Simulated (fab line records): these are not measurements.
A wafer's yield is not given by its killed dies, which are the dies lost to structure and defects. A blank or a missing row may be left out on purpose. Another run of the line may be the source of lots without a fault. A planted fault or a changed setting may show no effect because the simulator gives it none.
Matching of chambers -- flow n5Finfet -- 4 sister chambers for N5_BEOL_M2_ETCH_70 on rieDiel-01
The step etches SOC in N2/H2, target depth 80 nm, overetch 24 nm, time 130 s. 8 wafers are shown with their chamber, then 11 later ones without.

WAFERS PAIRED WITH THEIR CHAMBERS
wafer,chamber,showerheadPlenumPTorr (Torr),drypumpMotorCurrentA (A)
L075.4,1,2.49,6.0
L082.4,3,2.52,6.4
L082.5,0,2.71,6.2
L082.6,2,2.53,5.5
L085.2,3,2.52,6.5
L085.3,2,2.53,5.5
L085.6,0,2.70,6.2
L088.1,1,2.48,6.0

WAFERS WITHOUT THEIR CHAMBER
wafer,showerheadPlenumPTorr (Torr),drypumpMotorCurrentA (A)
L088.5,2.52,6.5
L088.6,2.53,5.6
L091.3,2.51,6.4
L091.4,2.70,6.2
L091.6,2.70,6.2
L093.1,2.48,5.9
L093.2,2.52,5.5
L093.3,2.69,6.2
L093.4,2.51,6.5
L093.5,2.48,5.9
L093.6,2.52,5.5

WHICH CHAMBER EACH ONE RAN IN
wafer,from the rows above,in truth
L088.5,3,3
L088.6,2,2
L091.3,3,3
L091.4,0,0
L091.6,0,0
L093.1,1,1
L093.2,2,2
L093.3,0,0
L093.4,3,3
L093.5,1,1
L093.6,2,2
Placed correctly: 11 of 11. Not placeable from these rows: 0. Wrongly placed: 0.
How it was worked out, from the rows above alone: a wafer's distance from a chamber is the root of the sum, over the readings, of the square of ((its reading less the chamber's mean) divided by the reading's scatter). If the next closest chamber is less than 2 further off than the closest, the wafer can't be placed; otherwise it belongs to the closest. For every chamber, the mean is computed from those of its wafers that are shown. The scatter: the root of (the sum of the squares of (reading less its chamber's mean) over the shown wafers, divided by (wafers less chambers)).
